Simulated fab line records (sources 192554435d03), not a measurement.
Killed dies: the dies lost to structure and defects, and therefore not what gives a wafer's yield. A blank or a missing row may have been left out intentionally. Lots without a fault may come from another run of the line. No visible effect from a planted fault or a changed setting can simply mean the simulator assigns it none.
fab line records    flow n5-finfet    part 2 of 2: steps 21 to 27 of 27
record: lots: 5  wafers: 15  last-day: 18
route steps=1938 shown BEOL_M8@1351
lots that met no fault: taken from a fault-free run of the same line
start-h: start of the lot's first displayed wafer, in hours after the record's first day    wait-h: how many hours have passed since the lot's step before this one    " as in the row above    L1.1+2: several wafers, shown together as one row    - no value, or no start given    * or withheld: withheld    < > ~ a bound
route shown NAME@n: names a module that has steps shown in the file, with the first one's number in the route    usual: mean and standard deviation over wafers with no fault    same: alike in all rows    chamber/n: place in a boat    sites: per-site readings    _std_site: their standard deviation    _edge_site: mean of outer sites minus mean of inner sites    radius-mm: for every site, how far away it sits from the centre of the wafer    mask NAME#n: copy n    behind: the tool/chamber that last shaped the wafer    hold: what put the lot on hold/how long, in hours/how the hold closed    device: the transistor (n, p or np) that didn't switch    end of line: tests of these same wafers at the route's end    a step without rows: its recipe alone    killed: at the first sort, the dies lost to defects and structure; wafer yield is something else    map: a wafer's dies, marking killed ones x, the rest . and places with no die _
set.NAME: the setting that was run; set.NAME@STEP: the one run at that earlier step    model.NAME: the simulator's own value behind a step, which no gauge read
a table for each step, a row for each wafer; lots at some steps of the route
services: a tool's chamber out of use, with start hour (start-h, from the record's first day; less than 0 if before it), hours out, and reason
== steps ==
step: N5_BEOL_M8_ETCH_66
recipe: chemistry: N2/H2  target: SOC  target-depth-a: 800  overetch-a: 160  mask-material: SiARC  temp-c: 40  time-s: 120  ion-energy-ev: 200  pressure-mtorr: 30  source-w: 840  bias-w: 150  n2-flow-sccm: 200  h2-flow-sccm: 200
usual: drypump-motor-current-A: 5.9/0.43  oes-product-au: 0.62/0.056  rf-vpp-V: 524.2/2.9  showerhead-plenum-p-Torr: 2.55/0.1  throttle-valve-pct: 17.79/0.24
lot.wafer  tool         chamber  start-h  wait-h  drypump-motor-current-A  oes-product-au  rf-hours-counter-h  rf-vpp-V  showerhead-plenum-p-Torr  throttle-valve-pct
L074.2     rie-diel-04  0        196.85   0.0     6.3                      0.71            17                  522.9     2.48                      17.42
L074.4     "            1        "        "       6.3                      0.68            46                  524.6     2.59                      17.73
L074.6     "            1        "        "       6.3                      0.67            -                   525.6     2.59                      17.74
L075.1     rie-diel-04  1        207.25   0.0     6.3                      0.67            50                  524.2     2.58                      17.74
L075.3     "            2        "        "       6.3                      0.54            212                 519.4     2.41                      18.22
L075.6     "            1        "        "       6.3                      0.67            -                   525.8     2.58                      17.74
L078.2     rie-diel-03  1        215.11   0.0     5.9                      0.64            70                  525.5     2.56                      17.87
L078.4     "            0        "        "       5.7                      0.53            252                 520.8     2.38                      18.01
L078.6     "            3        "        "       5.4                      0.63            -                   527.0     2.69                      17.57
L090.2     rie-diel-04  3        328.23   0.0     5.3                      0.63            75                  519.7     2.46                      17.45
L090.4     "            0        "        "       6.3                      0.65            54                  522.1     2.47                      17.46
L090.5     "            1        "        "       6.3                      0.64            -                   523.5     2.57                      17.80
L093.1     rie-diel-03  2        356.56   0.0     5.1                      0.72            6                   522.5     2.52                      17.76
L093.4     "            3        "        "       5.4                      0.60            107                 527.1     2.67                      17.65
L093.5     "            3        "        "       5.4                      0.60            -                   526.0     2.67                      17.67
step: N5_BEOL_M8_STRIP_69
recipe: chemistry: N2/H2  temp-c: 40  n2-flow-sccm: 200  h2-flow-sccm: 200  rf-frequency-hz: 6e+07
lot.wafer   tool         chamber  start-h  wait-h
L074.2+4+6  rie-diel-04  0,1,1    196.93   0.0
L075.1+3+6  rie-diel-04  1,2,1    207.33   0.0
L078.2+4+6  rie-diel-03  1,0,3    215.19   0.0
L090.2+4+5  rie-diel-04  3,0,1    328.31   0.0
L093.1+4+5  rie-diel-03  2,3,3    356.64   0.0
step: N5_BEOL_M8_STRIP_73
recipe: chemistry: N2/H2  temp-c: 40  n2-flow-sccm: 200  h2-flow-sccm: 200  rf-frequency-hz: 6e+07
lot.wafer   tool         chamber  start-h  wait-h
L074.2+4+6  rie-diel-04  0,1,1    196.94   0.0
L075.1+3+6  rie-diel-04  1,2,1    207.34   0.0
L078.2+4+6  rie-diel-03  1,0,3    215.20   0.0
L090.2+4+5  rie-diel-04  3,0,1    328.32   0.0
L093.1+4+5  rie-diel-03  2,3,3    356.65   0.0
step: N5_BEOL_M8_VIA_ETCH_34
recipe: chemistry: C4F6/O2  target: SiCOH_lowk  target-depth-a: 1255  mask-material: SOC  taper-deg: 4  time-s: 50.5  ion-energy-ev: 250  pressure-mtorr: 30  source-w: 345  bias-w: 185  Ar_flow_sccm: 300  C4F6_flow_sccm: 10  O2_flow_sccm: 10
usual: drypump-motor-current-A: 5.9/0.43  oes_ar_750_au: 0.81/0.074  oes-product-au: 0.81/0.076  rf-vpp-V: 671/12  showerhead-plenum-p-Torr: 2.86/0.11  throttle-valve-pct: 20.91/0.26
lot.wafer  tool         chamber  start-h  wait-h  drypump-motor-current-A  oes_ar_750_au  oes-product-au  rf-hours-counter-h  rf-vpp-V  showerhead-plenum-p-Torr  throttle-valve-pct
L074.2     rie-diel-04  0        196.95   0.0     6.3                      0.92           0.93            17                  674       2.79                      20.53
L074.4     "            1        "        "       6.3                      0.89           0.90            46                  658       2.91                      21.00
L074.6     "            1        "        "       6.3                      0.89           0.90            -                   658       2.91                      21.00
L075.1     rie-diel-04  1        207.35   0.0     6.3                      0.88           0.89            50                  659       2.91                      21.01
L075.3     "            2        "        "       6.3                      0.72           0.71            212                 672       2.70                      21.33
L075.6     "            1        "        "       6.3                      0.89           0.90            -                   660       2.91                      21.01
L078.2     rie-diel-03  1        215.21   0.0     5.9                      0.82           0.82            71                  664       2.91                      21.29
L078.4     "            0        "        "       5.6                      0.70           0.69            252                 648       2.68                      21.06
L078.6     "            3        "        "       5.4                      0.83           0.83            -                   691       2.99                      20.57
L090.2     rie-diel-04  3        328.33   0.0     5.3                      0.83           0.84            75                  654       2.76                      20.64
L090.4     "            0        "        "       6.3                      0.86           0.86            54                  672       2.77                      20.58
L090.5     "            1        "        "       6.3                      0.84           0.84            -                   659       2.90                      21.06
L093.1     rie-diel-03  2        356.66   0.0     5.1                      0.93           0.92            6                   684       2.81                      20.68
L093.4     "            3        "        "       5.4                      0.78           0.77            108                 690       2.97                      20.64
L093.5     "            3        "        "       5.4                      0.78           0.78            -                   690       2.97                      20.63
step: N5_BEOL_M8_STRIP_76
recipe: chemistry: C4F6/O2  resist: SiARC  rf-frequency-hz: 6e+07
lot.wafer   tool         chamber  start-h  wait-h
L074.2+4+6  rie-diel-04  0,1,1    196.99   0.0
L075.1+3+6  rie-diel-04  1,2,1    207.40   0.0
L078.2+4+6  rie-diel-03  1,0,3    215.25   0.0
L090.2+4+5  rie-diel-04  3,0,1    328.37   0.0
L093.1+4+5  rie-diel-03  2,3,3    356.70   0.0
step: N5_BEOL_M8_STRIP_36
recipe: chemistry: N2/H2  power-w: 450  temp-c: 40  pressure-mtorr: 20  rf-frequency-hz: 6e+07  overash-fraction: 0.3  bias-power-w: 7  h2-frac: 0.5  n2-flow-sccm: 200  h2-flow-sccm: 200
usual: bias-power-w: 6.998/0.02  drypump-motor-current-A: 5.9/0.43  oes-product-au: 0.81/0.076  rf-vpp-V: 59.2/1.5  showerhead-plenum-p-Torr: 2.55/0.1  throttle-valve-pct: 23.60/0.28
same: overash-fraction: 0.3
lot.wafer  tool         chamber  start-h  wait-h  bias-power-w  drypump-motor-current-A  oes-product-au  rf-hours-counter-h  rf-vpp-V  showerhead-plenum-p-Torr  throttle-valve-pct
L074.2     rie-diel-04  0        197.00   0.0     7.039         6.3                      0.94            17                  57.3      2.48                      23.19
L074.4     "            1        "        "       6.973         6.3                      0.88            46                  58.6      2.58                      23.46
L074.6     "            1        "        "       6.956         6.3                      0.90            -                   59.3      2.58                      23.45
L075.1     rie-diel-04  1        207.41   0.0     7.028         6.3                      0.88            50                  62.0      2.58                      23.44
L075.3     "            2        "        "       6.989         6.3                      0.71            212                 60.8      2.40                      23.91
L075.6     "            1        "        "       7.011         6.3                      0.90            -                   57.6      2.58                      23.46
L078.2     rie-diel-03  1        215.26   0.0     7.030         5.9                      0.83            71                  60.2      2.56                      23.53
L078.4     "            0        "        "       6.987         5.7                      0.70            252                 60.5      2.38                      23.73
L078.6     "            3        "        "       6.995         5.4                      0.82            -                   60.0      2.69                      23.43
L090.2     rie-diel-04  3        328.38   0.0     7.012         5.3                      0.83            75                  56.0      2.46                      23.17
L090.4     "            0        "        "       7.015         6.3                      0.88            54                  58.1      2.46                      23.21
L090.5     "            1        "        "       7.003         6.3                      0.84            -                   59.4      2.56                      23.51
L093.1     rie-diel-03  2        356.71   0.0     6.985         5.1                      0.92            6                   59.5      2.51                      23.82
L093.4     "            3        "        "       7.001         5.4                      0.77            108                 57.1      2.67                      23.54
L093.5     "            3        "        "       6.968         5.4                      0.76            -                   61.0      2.67                      23.47
step: N5_BEOL_M8_TRENCH_ETCH_37
recipe: chemistry: C4F6/O2  target-depth-a: 934.78  target: SiCOH_lowk  time-s: 31.2  ion-energy-ev: 250  pressure-mtorr: 30  source-w: 345  bias-w: 185  Ar_flow_sccm: 300  C4F6_flow_sccm: 10  O2_flow_sccm: 10
usual: drypump-motor-current-A: 5.9/0.43  oes_ar_750_au: 0.81/0.075  oes-product-au: 0.81/0.076  rf-vpp-V: 671/12  showerhead-plenum-p-Torr: 2.86/0.11  throttle-valve-pct: 20.94/0.26
lot.wafer  tool         chamber  start-h  wait-h  drypump-motor-current-A  oes_ar_750_au  oes-product-au  rf-hours-counter-h  rf-vpp-V  showerhead-plenum-p-Torr  throttle-valve-pct
L074.2     rie-diel-04  0        -        -       6.3                      0.93           0.95            17                  673       2.79                      20.58
L074.4     "            1        "        "       6.3                      0.90           0.90            46                  659       2.91                      21.02
L074.6     "            1        "        "       6.3                      0.89           0.90            -                   659       2.91                      21.02
L075.1     rie-diel-04  1        -        -       6.3                      0.89           0.89            50                  659       2.91                      21.02
L075.3     "            2        "        "       6.3                      0.72           0.72            212                 671       2.70                      21.35
L075.6     "            1        "        "       6.3                      0.88           0.88            -                   659       2.91                      21.03
L078.2     rie-diel-03  1        -        -       5.9                      0.83           0.82            71                  664       2.91                      21.31
L078.4     "            0        "        "       5.7                      0.70           0.68            252                 647       2.68                      21.10
L078.6     "            3        "        "       5.4                      0.83           0.82            -                   691       2.99                      20.59
L090.2     rie-diel-04  3        -        -       5.3                      0.83           0.83            75                  653       2.76                      20.68
L090.4     "            0        "        "       6.3                      0.86           0.86            54                  673       2.77                      20.60
L090.5     "            1        "        "       6.3                      0.85           0.83            -                   657       2.90                      21.09
L093.1     rie-diel-03  2        -        -       5.1                      0.92           0.92            6                   684       2.81                      20.70
L093.4     "            3        "        "       5.4                      0.78           0.78            108                 691       2.97                      20.67
L093.5     "            3        "        "       5.4                      0.77           0.77            -                   691       2.97                      20.66
== services ==
tool            chamber  start-h  hours  kind
rie-diel-02     3        179.16   26.0   repair
rie-diel-04     -        181.13   14.6   pm
rie-metal-03    1        192.54   5.3    repair
euv-scanner-02  -        196.42   0.3    repair
rie-metal-03    -        204.44   0.5    repair
euv-scanner-02  -        204.59   1.0    pm
euv-scanner-01  -        205.63   1.0    pm
rie-metal-02    -        205.98   2.8    pm
euv-scanner-02  -        232.93   17.3   pm
rie-metal-02    1        239.77   14.1   repair
rie-diel-03     -        246.82   1.1    repair
euv-scanner-01  -        252.57   4.6    pm
rie-metal-02    0        252.88   2.0    repair
rie-diel-04     0        253.23   8.6    repair
euv-scanner-02  -        260.74   1.0    pm
euv-scanner-01  -        261.75   1.0    pm
euv-scanner-02  -        272.25   0.2    repair
rie-diel-04     -        273.54   1.3    repair
rie-metal-02    1        279.91   1.1    repair
euv-scanner-02  -        316.89   1.0    pm
euv-scanner-01  -        317.94   1.0    pm
euv-scanner-02  -        322.15   4.6    pm
rie-diel-04     2        335.69   -      clean
euv-scanner-02  -        346.40   0.9    repair
